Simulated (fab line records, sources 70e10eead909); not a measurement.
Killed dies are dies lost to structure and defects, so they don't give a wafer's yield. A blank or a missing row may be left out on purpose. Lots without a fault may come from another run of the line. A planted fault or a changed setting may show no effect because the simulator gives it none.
Which tool did it? | flow nand_harc | 12 lots, 36 wafers sampled, at 3 steps of a route of 1302

WHAT THE GAUGES READ, wafer by wafer
NHARC_A_CONTACT_CD_MEAS_42: target cd 300 nm.
lot  | measured     | on        | cd_nm (nm)
L074 | day 22 02:10 | cd_sem-01 | 299.9 299.9 300.6
L077 | day 22 07:31 | cd_sem-03 | 300.4 300.1 299.9
L079 | day 22 20:43 | cd_sem-02 | 300.9 300.5 301.0
L081 | day 24 05:52 | cd_sem-03 | 299.6 300.3 300.3
L083 | day 25 10:45 | cd_sem-03 | 300.8 300.6 301.1
L085 | day 25 19:51 | cd_sem-01 | 300.9 300.4 300.2
L088 | day 27 03:51 | cd_sem-01 | 299.8 301.2 300.5
L089 | day 27 20:15 | cd_sem-01 | 300.7 300.6 301.2
L090 | day 28 11:33 | cd_sem-02 | 300.4 300.8 299.9
L093 | day 29 06:05 | cd_sem-01 | 300.6 299.4 301.1
L096 | day 30 06:25 | cd_sem-02 | 299.9 299.3 299.7
L097 | day 31 02:59 | cd_sem-01 | 300.0 299.9 300.7

WHICH TOOL RAN EACH LOT (tool, then ch and the chambers of the sampled wafers, then the start)
lot  | NHARC_A_SLIT_ETCH_26             | NHARC_A_WL_FILL_CMP_12
L074 | har_etch-02 ch 0,1, day 20 16:49 | cmp-01 ch 0,2, day 21 19:51
L077 | har_etch-01 ch 0,1, day 20 23:12 | cmp-02 ch 0,1,2, day 22 01:33
L079 | har_etch-02 ch 0,1, day 21 10:11 | cmp-02 ch 1,2, day 22 14:35
L081 | har_etch-02 ch 0,1, day 22 17:19 | cmp-01 ch 0,2,3, day 23 22:26
L083 | har_etch-01 ch 0,1, day 24 03:08 | cmp-03 ch 0,1,3, day 25 04:32
L085 | har_etch-01 ch 0,1, day 24 07:31 | cmp-03 ch 0,1,2, day 25 12:14
L088 | har_etch-01 ch 0, day 25 19:05   | cmp-01 ch 0,1,2, day 26 21:04
L089 | har_etch-02 ch 0,1, day 26 12:05 | cmp-01 ch 1,2,3, day 27 14:10
L090 | har_etch-01 ch 0,1, day 27 04:32 | cmp-02 ch 1,2,3, day 28 05:28
L093 | har_etch-01 ch 0, day 27 18:37   | cmp-02 ch 2,3, day 28 23:29
L096 | har_etch-02 ch 0,1, day 28 19:29 | cmp-01 ch 0,2,3, day 29 21:53
L097 | har_etch-02 ch 0,1, day 29 17:17 | cmp-03 ch 0,1,3, day 30 19:02
- NHARC_A_SLIT_ETCH_26: etches the open film in C4F8/O2/Ar, time 90 s, target depth 400 nm.
- NHARC_A_WL_FILL_CMP_12: polishes, t overpolish 30 s, target thk 100 nm.

THE ANSWER, worked out from the rows above alone
Rule: what is usual is taken from the lots themselves. Put in order of their means at a reading, lots are off if they are a third of the lots or fewer, leave a main group of 4 or more, and stand apart from it by a gap of 3 or more times the standard deviation of the main group's means; of several such gaps the widest counts. A main group whose means are all the same, to the digits that the tables above print for the reading, isn't used. A lot without any number at a reading at which 4 lots or more have one is off too. The other lots that the step has rows for count as sound.
No lot is off at any reading shown: from this, nothing can be told.

WHAT THE SIMULATOR HAD PUT IN
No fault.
